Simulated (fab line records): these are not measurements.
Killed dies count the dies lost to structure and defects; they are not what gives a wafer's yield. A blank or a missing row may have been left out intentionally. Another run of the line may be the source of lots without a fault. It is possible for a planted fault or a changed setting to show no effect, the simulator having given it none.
fab line records	flow n5Finfet
record lots=7	wafers=39
route steps=1938 shown BEOL_M7@1267 BEOL_M8@1377 BEOL_M10@1486
startH: start of the lot's first displayed wafer, in hours after the record's first day	waitH: time in hours since the lot's previous step	" same as the row above	L1.1+2: one row covering several wafers at once	- no value, or no start given	* or withheld: withheld	< > ~ a bound
route shown NAME@n: names a module that has steps shown in the file, with the first one's number in the route	usual: the fault-free wafers' mean and standard deviation	same: alike in all rows	chamber/n: place in a boat	sites: readings site by site	_std_site: their standard deviation	_edge_site: outer sites' mean less inner sites'	radiusMm: for every site, how far away it sits from the centre of the wafer	mask NAME#n: copy n	behind: tool/chamber where the wafer was last shaped	hold: what put the lot on hold/how long, in hours/how the hold closed	device: the n, p or np transistor that did not switch	end of line: tests run on the same wafers once the route is complete	a step with no rows: only its recipe	killed: count of dies lost to structure and defects at first sort (not the wafer's yield)	map: per-die view of a wafer (x killed, . not killed, _ where there is no die)
set.NAME: the setting the step ran with; set.NAME@STEP: the setting that earlier step ran with	model.NAME: the simulator's own value behind a step, which no gauge read
lots where settings were altered on purpose, with a table for each step and a row for each wafer
## steps
# step N5_BEOL_M7_HM_DEP_02
# recipe material=TiN	targetThkA=200	tempC=25	chamberPressurePa=0.49996
lot.wafer	tool	chamber	startH	waitH	set.targetThkA	model.TiN_of_BEOL_M7_HM_DEP_02.thkNm
L080.1	pvdSputter-03	-	225.96	1.5	232.3	23.2
L080.2	"	-	"	"	200	20
L080.3+5	"	-	"	"	232.3	23.4
L080.4	"	-	"	"	200	19.6
L080.6	"	-	"	"	200	20.2
L081.1+6	pvdSputter-02	-	229.36	0.4	200	19.8
L081.2+3	"	-	"	"	169	16.8
L081.4	"	-	"	"	200	20
L081.5	"	-	"	"	169	16.6
L086.1+3	pvdSputter-02	-	263.92	1.9	200	20.2
L086.2	"	-	"	"	279.9	28.2
L086.4	"	-	"	"	200	20
L086.5+6	"	-	"	"	279.9	28
L087.1+5	pvdSputter-02	-	285.03	1.0	83.22	8.6
L087.2	"	-	"	"	83.22	8.2
L087.3+6	"	-	"	"	200	20
L087.4	"	-	"	"	200	20.2
L093.2+6	pvdSputter-02	-	307.53	2.2	200	20.2
L093.4	"	-	"	"	200	20
L092.1	pvdSputter-02	-	312.00	0.0	200	20.2
L092.2+3	"	-	"	"	200	20
L092.4+5+6	"	-	"	"	254.8	25.4
L097.1+3	pvdSputter-03	-	331.37	1.1	232.2	23.4
L097.2	"	-	"	"	200	20.4
L097.4	"	-	"	"	232.2	23.6
L097.5	"	-	"	"	200	20
L097.6	"	-	"	"	200	20.2
# step N5_BEOL_M7_COAT_59
# recipe resist=SOC	tempC=250	timeS=60	spinRpm=1500	resistThkNm=100
# step N5_BEOL_M7_COAT_60
# recipe resist=SiARC	tempC=220	timeS=60	spinRpm=1500	resistThkNm=35
# step N5_BEOL_M7_STRIP_68
# recipe chemistry=N2/H2	tempC=40	n2FlowSccm=200	h2FlowSccm=200	rfFrequencyHz=6e+07
# step N5_BEOL_M7_STRIP_67
# recipe chemistry=CF4	resist=SiARC	powerW=300	biasPowerW=75	pressureMtorr=50	cf4FlowSccm=150	rfFrequencyHz=6e+07
# step N5_BEOL_M7_HM_OPEN_17
# recipe chemistry=Cl2/BCl3	targetDepthA=200	overetchA=60	target=TiN	maskMaterial=SOC	ionEnergyEv=150	pressureMtorr=10	icpW=1000	biasW=126	Cl2_flow_sccm=53.25	bcl3FlowSccm=21.75	Ar_flow_sccm=25
lot.wafer	tool	chamber	startH	waitH	set.targetThkA@BEOL_M7_HM_DEP_02	model.etch.depthNm
L080.1	rieMetal-02	1	226.70	0.0	232.3	23.26
L080.2	"	1	"	"	200	20
L080.3	"	1	"	"	232.3	23.38
L080.4	"	1	"	"	200	19.66
L080.5	"	1	"	"	232.3	23.32
L080.6	"	1	"	"	200	20.24
L081.1	rieMetal-02	1	230.42	0.0	200	19.86
L081.2	"	0	"	"	169	16.75
L081.3	"	1	"	"	169	16.81
L081.4	"	0	"	"	200	19.94
L081.5	"	0	"	"	169	16.56
L081.6	"	1	"	"	200	19.76
L086.1	rieMetal-03	1	264.79	0.0	200	20.18
L086.2	"	1	"	"	279.9	26.26
L086.3	"	1	"	"	200	20.16
L086.4	"	1	"	"	200	20.01
L086.5	"	1	"	"	279.9	26.11
L086.6	"	1	"	"	279.9	26.35
L087.1	rieMetal-02	1	285.90	0.0	83.22	8.522
L087.2	"	0	"	"	83.22	8.239
L087.3	"	1	"	"	200	20.08
L087.4	"	0	"	"	200	20.16
L087.5	"	1	"	"	83.22	8.554
L087.6	"	0	"	"	200	20.02
L093.2	rieMetal-03	1	308.39	0.0	200	20.14
L093.4	"	0	"	"	200	19.96
L093.6	"	0	"	"	200	20.12
L092.1	rieMetal-02	1	312.89	0.0	200	20.21
L092.2	"	0	"	"	200	19.94
L092.3	"	1	"	"	200	20.05
L092.4	"	0	"	"	254.8	25.36
L092.5	"	0	"	"	254.8	25.34
L092.6	"	1	"	"	254.8	25.39
L097.1	rieMetal-01	1	332.24	0.0	232.2	23.37
L097.2	"	0	"	"	200	20.43
L097.3	"	1	"	"	232.2	23.35
L097.4	"	0	"	"	232.2	23.64
L097.5	"	0	"	"	200	19.91
L097.6	"	1	"	"	200	20.2
# step N5_BEOL_M8_TRENCH_ETCH_37
# recipe chemistry=C4F6/O2	targetDepthA=934.78	target=SiCOH_lowk	timeS=31.2	ionEnergyEv=250	pressureMtorr=30	sourceW=345	biasW=185	Ar_flow_sccm=300	C4F6_flow_sccm=10	O2_flow_sccm=10
lot.wafer	tool	chamber	startH	waitH	set.timeS	model.etch.depthNm	model.BEOL_M8.featureDepthNm	model.TiN_of_BEOL_M8_HM_DEP_02.thkNm
L080.1	rieDiel-02	2	-	-	31.2	91.87	91.8	17
L080.2	"	3	"	"	31.2	94.27	94.2	17.4
L080.3	"	1	"	"	31.2	91.59	91.6	17.2
L080.4	"	0	"	"	31.2	94.35	94.4	17.2
L080.5	"	2	"	"	31.2	91.75	91.8	17.4
L080.6	"	1	"	"	31.2	92.32	92.4	17
L081.1	rieDiel-06	3	-	-	31.2	90.79	90.8	17.4
L081.2	"	0	"	"	31.2	94.85	94.8	17.4
L081.3	"	2	"	"	48.14	143.7	143.8	15.8
L081.4	"	3	"	"	48.14	140	140	16
L081.5	"	0	"	"	48.14	147.3	147.2	15.8
L081.6	"	2	"	"	31.2	92.83	92.8	17
L086.1	rieDiel-05	0	-	-	48.79	141.9	142	16
L086.2	"	1	"	"	31.2	93.24	93.2	17.6
L086.3	"	2	"	"	31.2	91.67	91.6	17.6
L086.4	"	3	"	"	48.79	144.1	144.2	15.8
L086.5	"	1	"	"	48.79	145.8	145.8	16
L086.6	"	0	"	"	31.2	91.11	91.2	17.6
L087.1	rieDiel-05	3	-	-	39.47	115.4	115.4	17
L087.2	"	0	"	"	39.47	114.3	114.4	16.8
L087.3	"	2	"	"	31.2	89.83	89.8	17.4
L087.4	"	1	"	"	39.47	116.7	116.6	16.8
L087.5	"	3	"	"	31.2	91.08	91	17.6
L087.6	"	0	"	"	31.2	90.47	90.4	17.6
L093.2	rieDiel-06	2	-	-	31.2	96.47	96.4	17.8
L093.4	"	3	"	"	31.2	96.06	96	17.8
L093.6	"	2	"	"	31.2	95.99	96	17.8
L092.1	rieDiel-05	1	-	-	31.2	92.47	92.4	17.2
L092.2	"	3	"	"	31.2	91.48	91.4	17.2
L092.3	"	2	"	"	16.11	46.88	46.8	18.4
L092.4	"	0	"	"	16.11	46.64	46.6	18.6
L092.5	"	3	"	"	16.11	47.84	47.8	18.6
L092.6	"	0	"	"	31.2	90.28	90.2	17.2
L097.1	rieDiel-06	1	-	-	31.2	95.71	95.8	17.2
L097.2	"	2	"	"	31.2	94.78	94.8	17
L097.3	"	3	"	"	19.39	59.36	59.4	18.2
L097.4	"	0	"	"	19.39	58.14	58.2	18.2
L097.5	"	1	"	"	19.39	59.55	59.6	18
L097.6	"	2	"	"	31.2	94.68	94.6	17.4
# step N5_BEOL_M8_ETCH_41
# recipe chemistry=CH3F/O2	target=SiCN	targetDepthA=319	taperDeg=2	timeS=57.8	ionEnergyEv=120	maskMaterial=TiN	pressureMtorr=30	sourceW=395	biasW=75	Ar_flow_sccm=150	CH3F_flow_sccm=30	O2_flow_sccm=20
# step N5_BEOL_M8_STRIP_80
# recipe chemistry=N2/H2	timeS=10	powerW=450	tempC=40	pressureMtorr=20	rfFrequencyHz=6e+07	biasPowerW=7	n2FlowSccm=200	h2FlowSccm=200
# step N5_BEOL_M8_OCD_MEAS_38
# usual trenchDepthNm=93.0/2.1
lot.wafer	tool	chamber	startH	waitH	set.timeS@BEOL_M8_TRENCH_ETCH_37	trenchDepthNm
L080.1	ocd-02	-	233.97	-	31.2	92.1
L080.2	"	-	"	"	31.2	94.4
L080.3	"	-	"	"	31.2	91.7
L080.4	"	-	"	"	31.2	94.4
L080.5	"	-	"	"	31.2	91.7
L080.6	"	-	"	"	31.2	92.5
L081.1	ocd-02	-	239.30	-	31.2	90.3
L081.2	"	-	"	"	31.2	95.0
L081.3	"	-	"	"	48.14	144.1
L081.4	"	-	"	"	48.14	140.4
L081.5	"	-	"	"	48.14	147.0
L081.6	"	-	"	"	31.2	92.4
L086.1	ocd-02	-	275.46	-	48.79	142.2
L086.2	"	-	"	"	31.2	93.2
L086.3	"	-	"	"	31.2	91.6
L086.4	"	-	"	"	48.79	144.0
L086.5	"	-	"	"	48.79	146.4
L086.6	"	-	"	"	31.2	91.1
L087.1	ocd-01	-	294.29	-	39.47	115.4
L087.2	"	-	"	"	39.47	114.3
L087.3	"	-	"	"	31.2	89.8
L087.4	"	-	"	"	39.47	116.6
L087.5	"	-	"	"	31.2	90.9
L087.6	"	-	"	"	31.2	90.4
L093.2	ocd-01	-	319.49	-	31.2	96.2
L093.4	"	-	"	"	31.2	96.7
L093.6	"	-	"	"	31.2	96.6
L092.1	ocd-02	-	323.77	-	31.2	92.7
L092.2	"	-	"	"	31.2	92.2
L092.3	"	-	"	"	16.11	46.8
L092.4	"	-	"	"	16.11	46.9
L092.5	"	-	"	"	16.11	48.3
L092.6	"	-	"	"	31.2	90.3
L097.1	ocd-02	-	341.89	-	31.2	95.7
L097.2	"	-	"	"	31.2	94.5
L097.3	"	-	"	"	19.39	59.5
L097.4	"	-	"	"	19.39	57.9
L097.5	"	-	"	"	19.39	59.2
L097.6	"	-	"	"	31.2	95.0
# step N5_BEOL_M8_HM_STRIP_39
# recipe chemistry=peroxideTinStrip	material=TiN	targetDepthA=250	tempC=50	timeS=158
# step N5_BEOL_M8_SRD_40
# recipe timeS=30	tempC=23	rinseLiquid=diw	dry=ipaMarangoni
# step N5_BEOL_M8_ECD_50
# recipe material=Cu	targetThkA=3000
# step N5_BEOL_M8_ANNEAL_51
# recipe tempC=225	timeS=90	ambient=N2
# step N5_BEOL_M8_CMP_52
# recipe stopOn=SiCOH_lowk	tOverpolishS=6.9	downForcePsi=1	platenRpm=50	clearingPlatenDownForcePsi=1.5	clearingPlatenRpm=50	postCmpClean=cuAlkaline	targetThkNm=80	clearingPlatenPadVelocityMS=0.99484	padVelocityMS=0.99484
lot.wafer	tool	chamber	startH	waitH	set.timeS@BEOL_M8_TRENCH_ETCH_37	model.Cu_of_BEOL_M8_ECD_50.thkNm
L080.1	cmp-03	2	236.85	0.3	31.2	77.8
L080.3	"	3	"	"	31.2	79.8
L080.4	"	0	"	"	31.2	82.6
L080.2	"	1	"	"	31.2	81.6
L080.5	"	2	"	"	31.2	79
L080.6	"	3	"	"	31.2	80.6
L081.4	cmp-02	2	241.97	0.1	48.14	126
L081.1	"	3	"	"	31.2	76.4
L081.3	"	0	"	"	48.14	127
L081.2	"	1	"	"	31.2	80.2
L081.6	"	2	"	"	31.2	77
L081.5	"	3	"	"	48.14	132
L086.1	cmp-02	0	278.30	0.3	48.79	127.4
L086.4	"	1	"	"	48.79	130.6
L086.3	"	2	"	"	31.2	75.6
L086.2	"	3	"	"	31.2	79
L086.6	"	0	"	"	31.2	75.2
L086.5	"	1	"	"	48.79	132.8
L087.4	cmp-03	1	295.96	0.1	39.47	102.4
L087.2	"	2	"	"	39.47	98.4
L087.1	"	3	"	"	39.47	101.8
L087.3	"	0	"	"	31.2	76
L087.6	"	1	"	"	31.2	76.8
L087.5	"	2	"	"	31.2	76.4
L093.2	cmp-04	2	321.58	0.2	31.2	83
L093.4	"	0	"	"	31.2	82.6
L093.6	"	3	"	"	31.2	83.6
L092.1	cmp-04	3	326.70	0.3	31.2	78.6
L092.2	"	0	"	"	31.2	77.8
L092.3	"	1	"	"	16.11	32.6
L092.4	"	2	"	"	16.11	32.2
L092.6	"	3	"	"	31.2	77
L092.5	"	0	"	"	16.11	31.8
L097.4	cmp-04	0	345.61	0.1	19.39	43.8
L097.2	"	1	"	"	31.2	80.4
L097.1	"	2	"	"	31.2	82.4
L097.3	"	3	"	"	19.39	46.2
L097.5	"	0	"	"	19.39	45
L097.6	"	1	"	"	31.2	80.8
# step N5_BEOL_M8_THK_MEAS_53
# recipe thkMeasGauge=xrf	reads=Cu_of_BEOL_M8_ECD_50
# usual M8_THK=77.5/2.3
lot.wafer	tool	chamber	startH	waitH	set.timeS@BEOL_M8_TRENCH_ETCH_37	M8_THK[nm]
L080.1	filmMetro-02	-	237.14	-	31.2	76.2
L080.2	"	-	"	"	31.2	79.7
L080.3	"	-	"	"	31.2	77.7
L080.4	"	-	"	"	31.2	80.6
L080.5	"	-	"	"	31.2	77.3
L080.6	"	-	"	"	31.2	78.6
L081.1	filmMetro-02	-	242.27	-	31.2	75.4
L081.2	"	-	"	"	31.2	79.1
L081.3	"	-	"	"	48.14	125.1
L081.4	"	-	"	"	48.14	124.9
L081.5	"	-	"	"	48.14	130.6
L081.6	"	-	"	"	31.2	76.0
L086.1	filmMetro-01	-	278.60	-	48.79	125.5
L086.2	"	-	"	"	31.2	77.8
L086.3	"	-	"	"	31.2	74.4
L086.4	"	-	"	"	48.79	128.4
L086.5	"	-	"	"	48.79	131.0
L086.6	"	-	"	"	31.2	74.2
L087.1	filmMetro-01	-	296.25	-	39.47	99.0
L087.2	"	-	"	"	39.47	95.8
L087.3	"	-	"	"	31.2	74.2
L087.4	"	-	"	"	39.47	99.7
L087.5	"	-	"	"	31.2	74.6
L087.6	"	-	"	"	31.2	74.8
L093.2	filmMetro-01	-	321.88	-	31.2	81.6
L093.4	"	-	"	"	31.2	81.3
L093.6	"	-	"	"	31.2	82.4
L092.1	filmMetro-01	-	326.99	-	31.2	77.5
L092.2	"	-	"	"	31.2	76.7
L092.3	"	-	"	"	16.11	32.3
L092.4	"	-	"	"	16.11	31.6
L092.5	"	-	"	"	16.11	31.5
L092.6	"	-	"	"	31.2	76.2
L097.1	filmMetro-02	-	345.90	-	31.2	81.9
L097.2	"	-	"	"	31.2	80.1
L097.3	"	-	"	"	19.39	45.9
L097.4	"	-	"	"	19.39	43.3
L097.5	"	-	"	"	19.39	45.0
L097.6	"	-	"	"	31.2	80.2
# step N5_BEOL_M8_PRE_CLEAN_55
# recipe gas=NH3	timeS=15	tempC=withheld	rfPowerW=300
# step N5_BEOL_M8_DEP_56
# recipe material=SiCN	targetThkA=100	tempC=withheld	precursor=3MS/NH3	pressureTorr=3	rfW=202	timeS=17.5
# step N5_BEOL_M8_RS_MEAS_57
# recipe thkMeasGauge=four-point-probe	reads=Cu_of_BEOL_M8_ECD_50+Co_of_BEOL_M8_CVD_78+TaN_of_BEOL_M8_ALD_77
# usual M8_RS=0.291/0.0099
lot.wafer	tool	chamber	startH	waitH	set.timeS@BEOL_M8_TRENCH_ETCH_37	M8_RS[ohm/sq]
L080.1	filmMetro-02	-	237.27	0.1	31.2	0.295
L080.2	"	-	"	"	31.2	0.279
L080.3	"	-	"	"	31.2	0.286
L080.4	"	-	"	"	31.2	0.275
L080.5	"	-	"	"	31.2	0.290
L080.6	"	-	"	"	31.2	0.283
L081.1	filmMetro-01	-	242.40	0.1	31.2	0.302
L081.2	"	-	"	"	31.2	0.286
L081.3	"	-	"	"	48.14	0.169
L081.4	"	-	"	"	48.14	0.170
L081.5	"	-	"	"	48.14	0.162
L081.6	"	-	"	"	31.2	0.300
L086.1	filmMetro-02	-	278.73	0.1	48.79	0.168
L086.2	"	-	"	"	31.2	0.290
L086.3	"	-	"	"	31.2	0.305
L086.4	"	-	"	"	48.79	0.164
L086.5	"	-	"	"	48.79	0.160
L086.6	"	-	"	"	31.2	0.307
L087.1	filmMetro-01	-	296.38	0.1	39.47	0.216
L087.2	"	-	"	"	39.47	0.225
L087.3	"	-	"	"	31.2	0.303
L087.4	"	-	"	"	39.47	0.215
L087.5	"	-	"	"	31.2	0.302
L087.6	"	-	"	"	31.2	0.300
L093.2	filmMetro-02	-	322.01	0.1	31.2	0.274
L093.4	"	-	"	"	31.2	0.276
L093.6	"	-	"	"	31.2	0.272
L092.1	filmMetro-01	-	327.12	0.1	31.2	0.291
L092.2	"	-	"	"	31.2	0.295
L092.3	"	-	"	"	16.11	0.879
L092.4	"	-	"	"	16.11	0.898
L092.5	"	-	"	"	16.11	0.908
L092.6	"	-	"	"	31.2	0.299
L097.1	filmMetro-01	-	346.04	0.1	31.2	0.276
L097.2	"	-	"	"	31.2	0.284
L097.3	"	-	"	"	19.39	0.559
L097.4	"	-	"	"	19.39	0.599
L097.5	"	-	"	"	19.39	0.578
L097.6	"	-	"	"	31.2	0.283
# step N5_BEOL_M10_DESCUM_16
# recipe chemistry=O2	timeS=7.9	sourcePowerW=50	biasPowerW=20	pressureMtorr=20	rfFrequencyHz=2.712e+07	tempC=40	resist=CAR-ArF	o2FlowSccm=225
lot.wafer	tool	chamber	startH	waitH	set.timeS	model.CAR-ArF_of_BEOL_M10_COAT_05.thkNm
L080.1+2	rieDiel-02	0,2	246.47	0.0	7.9	83.2
L080.3+4+5	"	1,3,3	"	"	10.27	81.8
L080.6	"	2	"	"	7.9	83.6
L081.1	rieDiel-02	2	252.17	0.3	6.212	84.4
L081.2	"	0	"	"	7.9	83.6
L081.3	"	3	"	"	6.212	84.6
L081.4+6	"	1,3	"	"	7.9	83
L081.5	"	2	"	"	6.212	84.8
L086.1	rieDiel-06	0	289.40	0.3	7.9	83.4
L086.2	"	3	"	"	11.47	81.2
L086.3	"	1	"	"	7.9	83.2
L086.4	"	0	"	"	11.47	81
L086.5	"	3	"	"	7.9	83.6
L086.6	"	1	"	"	11.47	80.6
L087.1+3	rieDiel-05	3,0	307.97	0.0	7.9	83.2
L087.2	"	2	"	"	3.575	86.2
L087.4+6	"	1	"	"	3.575	86
L087.5	"	0	"	"	7.9	83.4
L093.2	rieDiel-06	2	332.15	0.1	7.9	83.4
L093.4+6	"	3,0	"	"	7.9	83.6
L092.1+6	rieDiel-02	2	337.25	0.2	7.9	83.4
L092.2	"	1	"	"	4.443	85.2
L092.3	"	3	"	"	7.9	83
L092.4+5	"	0,1	"	"	4.443	85.4
L097.1	rieDiel-06	1	355.42	0.0	7.9	83
L097.2+4+6	"	3,2,0	"	"	7.9	83.6
L097.3	"	0	"	"	7.9	83.2
L097.5	"	3	"	"	7.9	83.4
# step N5_BEOL_M10_ETCH_61
# recipe chemistry=CF4	target=SiARC	targetDepthA=390	maskMaterial=CAR-ArF	timeS=65	ionEnergyEv=80	pressureMtorr=40	sourceW=545	biasW=36	Ar_flow_sccm=100	cf4FlowSccm=100	ends=cleared
lot.wafer	tool	chamber	startH	waitH	set.timeS@BEOL_M10_DESCUM_16	model.CAR-ArF_of_BEOL_M10_COAT_05.thkNm
L080.1+2	rieDiel-02	0,2	246.50	0.0	7.9	55.2
L080.3+5	"	1,3	"	"	10.27	54
L080.4	"	3	"	"	10.27	53.8
L080.6	"	2	"	"	7.9	55.6
L081.1	rieDiel-02	2	252.21	0.0	6.212	56.4
L081.2	"	0	"	"	7.9	55.6
L081.3+5	"	3,2	"	"	6.212	56.8
L081.4+6	"	1,3	"	"	7.9	55.2
L086.1+5	rieDiel-06	0,3	289.44	0.0	7.9	55.6
L086.2	"	3	"	"	11.47	53.4
L086.3	"	1	"	"	7.9	55.2
L086.4	"	0	"	"	11.47	53.2
L086.6	"	1	"	"	11.47	52.6
L087.1+3	rieDiel-05	3,0	308.00	0.0	7.9	55.2
L087.2+6	"	2,1	"	"	3.575	58.2
L087.4	"	1	"	"	3.575	58
L087.5	"	0	"	"	7.9	55.4
L093.2+6	rieDiel-06	2,0	332.19	0.0	7.9	55.6
L093.4	"	3	"	"	7.9	55.8
L092.1+6	rieDiel-02	2	337.28	0.0	7.9	55.6
L092.2	"	1	"	"	4.443	57.4
L092.3	"	3	"	"	7.9	55.2
L092.4+5	"	0,1	"	"	4.443	57.6
L097.1	rieDiel-06	1	355.46	0.0	7.9	55.2
L097.2+4	"	3,2	"	"	7.9	55.8
L097.3+5	"	0,3	"	"	7.9	55.4
L097.6	"	0	"	"	7.9	55.6
## key
split step=N5_BEOL_M7_HM_DEP_02	setting=targetThkA	stated=200	by=wafer
response step=N5_BEOL_M7_HM_DEP_02	reading=model.TiN_of_BEOL_M7_HM_DEP_02.thkNm	change=+0.199	per=1%	r=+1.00
response step=N5_BEOL_M7_HM_OPEN_17	reading=model.etch.depthNm	change=+0.188	per=1%	r=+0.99
split step=N5_BEOL_M8_TRENCH_ETCH_37	setting=timeS	stated=31.2	by=wafer
response step=N5_BEOL_M8_TRENCH_ETCH_37	reading=model.etch.depthNm	change=+0.93	per=1%	r=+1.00
response step=N5_BEOL_M8_TRENCH_ETCH_37	reading=model.BEOL_M8.featureDepthNm	change=+0.93	per=1%	r=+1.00
response step=N5_BEOL_M8_TRENCH_ETCH_37	reading=model.TiN_of_BEOL_M8_HM_DEP_02.thkNm	change=-0.0271	per=1%	r=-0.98
response step=N5_BEOL_M8_OCD_MEAS_38	reading=trenchDepthNm	change=+0.935	per=1%	r=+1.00
response step=N5_BEOL_M8_CMP_52	reading=model.Cu_of_BEOL_M8_ECD_50.thkNm	change=+0.942	per=1%	r=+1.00
response step=N5_BEOL_M8_THK_MEAS_53	reading=M8_THK	change=+0.93	per=1%	r=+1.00
response step=N5_BEOL_M8_RS_MEAS_57	reading=M8_RS	shape=bent	atLowest=0.895	atStated=0.290	atHighest=0.164
split step=N5_BEOL_M10_DESCUM_16	setting=timeS	stated=7.9	by=wafer
response step=N5_BEOL_M10_DESCUM_16	reading=model.CAR-ArF_of_BEOL_M10_COAT_05.thkNm	change=-0.0519	per=1%	r=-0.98
response step=N5_BEOL_M10_ETCH_61	reading=model.CAR-ArF_of_BEOL_M10_COAT_05.thkNm	change=-0.0513	per=1%	r=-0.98
